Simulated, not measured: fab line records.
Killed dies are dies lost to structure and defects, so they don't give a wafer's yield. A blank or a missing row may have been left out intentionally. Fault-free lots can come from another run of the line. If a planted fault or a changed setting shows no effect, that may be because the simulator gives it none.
Problem report in the 8D (eight disciplines) form, filled by code | flow n5Finfet | the parts of the form that need people (team, actions taken, sign-off) are left out

## 1. PROBLEM STATEMENT
Mean of spinSpeedRpm at N5_BEOL_M15_COAT_60: 1828.5 rpm across 6 wafers in 2 lots; on wafers with no fault it is 1500.1 rpm (standard deviation 0.85). So: +99 or more standard deviations from the usual mean.
The step: time 60 s, resist thk 89 nm.
First seen on wafer L426.2, day 17 12:38, on lithoTrack-04. At this step, 18 wafers from 6 lots have a number in the record. The rule behind "out" and "out of limits": a value lying over 4 standard deviations away from the usual mean. All remaining wafers that have a number are taken as sound.

## 2. WHAT IT IS, AND WHAT IT ISN'T
question                    | is                     | is not
which readings at this step | spinSpeedRpm           | dispensePressureKPa
which lots                  | L426, L430             | L416, L419, L434, L435
which wafers of those lots  | all that have a number | -
read on which tools         | lithoTrack-04          | lithoTrack-03, lithoTrack-05
when                        | from day 17 12:38      | up to then (6 sound wafers); but 6 sound wafers of L434, L435 came after

## 3. SUSPECTS, AND WHAT RULES EACH OUT
Counting: a tool at a process step up to the reading stays a suspect if it ran every lot that is out and no sound lot after the first of them.
- lithoTrack-04 at N5_BEOL_M15_COAT_60 (time 60 s, resist thk 89 nm): kept. Every lot that is out went through it, starting with L426 (day 17 12:38), and after that it ran no sound lot; the last sound lot it ran before then is L416 (day 12 18:37). Its own readings are out on those wafers: spinSpeedRpm.
Remaining after the count: lithoTrack-04 at N5_BEOL_M15_COAT_60.

## 4. THE CAUSE (what the simulator had put in)
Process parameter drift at N5_BEOL_M15_COAT_60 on lithoTrack-04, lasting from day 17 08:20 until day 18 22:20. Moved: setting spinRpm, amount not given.
After counting, this tool was the only one left.

## 5. THE EFFECT CHAIN, in route order
Each row: a reading where the mean over the struck wafers with a number is more than 3 standard deviations away from the usual. Only readings for which the record gives a usual standard deviation are gone through. hours: the time from each lot's start at the first step in this table that gives one to its start at this step, as a median over the lots. sigmas: the change in usual standard deviations.
hours | step                | reading      | usual      | on struck wafers | change | sigmas
0     | N5_BEOL_M15_COAT_60 | spinSpeedRpm | 1500.1 rpm | 1828.5           | +328.4 | +99 or more
It contains these process steps:
- N5_BEOL_M15_COAT_60: time 60 s, resist thk 89 nm.
Later steps that measure or inspect, where all struck wafers having a row at the step show a number for every such reading and not one has moved that far: N5_BEOL_M15_CD_MEAS_28, N5_BEOL_M15_OVL_MEAS_29, N5_BEOL_M15_INSPECT_30.

## 6. HOW IT WOULD HAVE BEEN CAUGHT EARLIER
4 hours passed between the start of the fault at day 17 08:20 and the first reading out of limits in this record, taken at day 17 12:38.
